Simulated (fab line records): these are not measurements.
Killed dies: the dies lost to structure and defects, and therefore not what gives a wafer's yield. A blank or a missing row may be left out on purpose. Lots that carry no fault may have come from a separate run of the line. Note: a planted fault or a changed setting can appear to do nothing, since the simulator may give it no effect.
Matching of chambers | flow n5 finfet | N5_BEOL_M11_STRIP_19 on rie diel-04: 4 sister chambers
The step strips in O2. 8 wafers are shown with their chamber, then 8 later ones without.

## WAFERS PAIRED WITH THEIR CHAMBERS
wafer  | chamber | showerhead plenum p Torr (Torr) | drypump motor current A (A)
L079.5 | 2       | 2.17                            | 5.8
L082.1 | 0       | 2.00                            | 4.7
L082.2 | 1       | 2.05                            | 6.1
L082.3 | 3       | 2.08                            | 6.0
L090.2 | 3       | 2.08                            | 6.0
L090.5 | 1       | 2.04                            | 6.0
L090.6 | 2       | 2.16                            | 5.7
L091.1 | 0       | 1.99                            | 4.7

## WAFERS MISSING THEIR CHAMBER
wafer  | showerhead plenum p Torr (Torr) | drypump motor current A (A)
L091.2 | 2.04                            | 6.1
L091.6 | 1.99                            | 4.7
L093.2 | 2.04                            | 6.1
L093.4 | 2.16                            | 5.7
L093.5 | 2.04                            | 6.1
L097.1 | 2.03                            | 6.1
L097.3 | 2.07                            | 5.9
L097.5 | 2.16                            | 5.8

## WHICH CHAMBER EACH ONE RAN IN
wafer  | from the rows above | in truth
L091.2 | 1                   | 1
L091.6 | 0                   | 0
L093.2 | 1                   | 1
L093.4 | 2                   | 2
L093.5 | 1                   | 1
L097.1 | 1                   | 1
L097.3 | 3                   | 3
L097.5 | 2                   | 2
Placed correctly: 8 of 8. From these rows, 0 cannot be placed. 0 placed wrongly.
How it was worked out, from the rows above alone: a wafer's distance from a chamber is the root of the sum, over the readings, of the square of ((its reading less the chamber's mean) divided by the reading's scatter). If the next closest chamber is less than 2 further off than the closest, the wafer can't be placed; otherwise it belongs to the closest. A chamber's mean is the mean of its shown wafers. The scatter: the root of (the sum of the squares of (reading less its chamber's mean) over the shown wafers, divided by (wafers less chambers)).
